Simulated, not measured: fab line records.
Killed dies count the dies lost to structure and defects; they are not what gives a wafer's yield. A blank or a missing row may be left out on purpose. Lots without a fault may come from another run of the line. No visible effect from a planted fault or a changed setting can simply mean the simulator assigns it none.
Comparing a struck lot with a sound one	flow n5Finfet	15 out of 1938 route steps
Sound: these wafers, L306.1, L306.2, L306.5. Struck: wafer L301.4 (left out: L301.1, a lot-mate that was not struck); the cause follows at the end.
Each step with rows lists, per side, the tool, then ch with its chambers, then its first start. Under that, the readings that differ: sound wafers	struck wafers	difference of the means	sigmas: that difference in standard deviations of wafers without a fault.
alike: readings with means less than 2 such deviations apart, plus words and numbers identical on both sides. not compared: withheld readings, readings lacking a value on some wafer, bounds such as >300 that could conceal the same value, and numbers that have no deviation in the record and whose values overlap.
A row with sigmas, a row that says differs or no value, or rows on one side alone: a step with any of these is where the two part. Non-overlapping numbers with no deviation appear without sigmas and do not part them. Lack of a reading on every wafer of one side parts them only where that side has two or more wafers.

N5_BEOL_M4_CO_CAP_55: material Co, precursor CCTBA/H2, target thk 2 nm, time 102.1 s.
  sound on cvdCo-02 ch 0,2, day 12 22:22; struck on cvdCo-01 ch 1, day 10 12:01
  alike: heaterPowerW
then, 1 step without rows for these wafers: N5_BEOL_M4_PRE_CLEAN_56 (time 15 s).
N5_BEOL_M4_DEP_57: deposits SiCN from 3MS/NH3, target thk 8 nm, time 14 s.
  sound on pecvd-01 ch 1,2, day 12 22:29; struck on pecvd-01 ch 2, day 10 12:08
  alike: showerheadPlenumPTorr, throttleValvePct
N5_BEOL_M4_RS_MEAS_58: measures by four-point-probe.
  struck on filmMetro-02, day 10 12:12; sound on filmMetro-01, day 12 22:32
  alike: M4_RS
N5_BEOL_M4_INSPECT_59: inspects for defects (darkfield).
  struck on defectInspect-02, day 10 12:14; sound on defectInspect-02, day 12 22:34
  alike: rawDefectCount
N5_BEOL_M4_RC_MEAS_101:
  sound on prober-02 ch 0, day 12 22:36; struck on prober-01 ch 0, day 10 12:16
  alike: DIBL_N, DIBL_P, IOFF_N, IOFF_P, ION_N, ION_P, SS_N, SS_P, VT_N, VT_P
N5_BEOL_M5_ILD_DEP_00: deposits SiCOH lowk from DEMS/porogen, target thk 140.64 nm, time 25.9 s.
  sound on pecvd-04 ch 1,2, day 12 23:34; struck on pecvd-02 ch 1, day 10 13:13
  alike: heaterPowerW, showerheadPlenumPTorr, throttleValvePct
N5_BEOL_M5_CURE_79: cures SiCOH lowk, time 240 s.
  sound on uvCure-03 ch 1, day 12 23:37; struck on uvCure-03 ch 2, day 10 13:22
  alike: lampPowerPct, wafer_temp_C_max
N5_BEOL_M5_THK_MEAS_01:
  struck on filmMetro-01, day 10 13:52; sound on filmMetro-01, day 13 00:08
  alike: M5_ILD_THK
N5_BEOL_M5_PECVD_70: deposits SiO2 from TEOS/O2, target thk 16 nm, time 18 s.
  sound on pecvd-02 ch 0,1,2, day 13 00:10; struck on pecvd-04 ch 1, day 10 13:55
  alike: heaterPowerW, showerheadPlenumPTorr, throttleValvePct
then, 2 steps without rows for these wafers: N5_BEOL_M5_HM_DEP_02 (deposits TiN, target thk 20 nm); N5_BEOL_M5_COAT_59 (time 60 s, resist thk 60 nm).
N5_BEOL_M5_COAT_60: time 60 s, resist thk 12 nm.
  sound on lithoTrack-05 ch 0, day 13 00:56; struck on lithoTrack-02 ch 0, day 10 15:23
reading	sound	struck	difference	sigmas
runLengthS (s)	66.23 66.43 66.23	71.60	+5.30	+29
then, 1 step without rows for these wafers: N5_BEOL_M5_COAT_71 (time 60 s, resist thk 5 nm).
-- a jump in the record: the struck wafers' starts before and after are 4 days apart (it breaks off in module BEOL_M5 and resumes in module PASSIVATION, where the first step shown is number 1936 of the route) --
N5_PASSIVATION_PROBE_49:
  struck on prober-01, day 14 20:36; sound on prober-01, day 16 20:47
  alike: defectLimitedYield, killed_at_M0_to_M3, killed_at_M4_up, killedAtContacts, killedAtFrontEnd, killedAtOther, killedDies, killedOpen, killedShort, sort_bin_5_function, sort_bin_6_memory, sortNPass, sortYieldPct

## WHERE THEY PART
Only at N5_BEOL_M5_COAT_60, as far as this record shows. Later steps at which nothing parts them and some readings are alike: N5_PASSIVATION_PROBE_49.

WHY: whatever the simulator had introduced
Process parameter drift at N5_BEOL_M5_COAT_60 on lithoTrack-02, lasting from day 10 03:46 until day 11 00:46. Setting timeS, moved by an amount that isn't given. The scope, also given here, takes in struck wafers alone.
